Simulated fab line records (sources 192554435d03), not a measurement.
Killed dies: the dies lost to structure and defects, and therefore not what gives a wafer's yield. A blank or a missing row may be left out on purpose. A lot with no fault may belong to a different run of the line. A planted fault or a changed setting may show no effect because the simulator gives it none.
Matching of chambers / flow n5 finfet / N5_BEOL_M11_ETCH_66 on rie diel-05: 4 sister chambers
The step etches SOC in N2/H2, target depth 120 nm, overetch 24 nm, time 180 s. 4 wafers are shown with their chamber, then 10 later ones without.

## EACH WAFER AND ITS CHAMBER
wafer=L087.5; chamber=3; drypump motor current A (A)=5.77
wafer=L087.6; chamber=1; drypump motor current A (A)=5.15
wafer=L090.1; chamber=2; drypump motor current A (A)=5.65
wafer=L090.2; chamber=0; drypump motor current A (A)=5.79

## WAFERS WITHOUT THEIR CHAMBER
wafer=L090.4; drypump motor current A (A)=5.16
wafer=L094.1; drypump motor current A (A)=5.77
wafer=L094.2; drypump motor current A (A)=5.81
wafer=L094.5; drypump motor current A (A)=5.22
wafer=L095.1; drypump motor current A (A)=5.76
wafer=L095.5; drypump motor current A (A)=5.67
wafer=L095.6; drypump motor current A (A)=5.18
wafer=L096.3; drypump motor current A (A)=5.16
wafer=L096.5; drypump motor current A (A)=5.16
wafer=L096.6; drypump motor current A (A)=5.65

## EACH ONE'S CHAMBER
wafer=L090.4; from the rows above=1; in truth=1
wafer=L094.1; from the rows above=can't be placed: 3 or 0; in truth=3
wafer=L094.2; from the rows above=can't be placed: 0 or 3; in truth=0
wafer=L094.5; from the rows above=1; in truth=1
wafer=L095.1; from the rows above=can't be placed: 3 or 0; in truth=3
wafer=L095.5; from the rows above=2; in truth=2
wafer=L095.6; from the rows above=1; in truth=1
wafer=L096.3; from the rows above=1; in truth=1
wafer=L096.5; from the rows above=1; in truth=1
wafer=L096.6; from the rows above=2; in truth=2
Correctly placed: 7 of 10. Unplaceable from these rows: 3, with the true chamber sitting among the candidates in 3. Placed wrongly: 0.
How it was worked out, from the rows above alone: a wafer's distance from a chamber is the root of the sum, over the readings, of the square of ((its reading less the chamber's mean) divided by the reading's scatter). If the next closest chamber is less than 2 further off than the closest, the wafer can't be placed; otherwise it belongs to the closest. For every chamber, the mean is computed from those of its wafers that are shown. The scatter (one wafer shown for each chamber): square how far every hidden wafer sits from the nearest shown wafer, average those squares and take the square root.
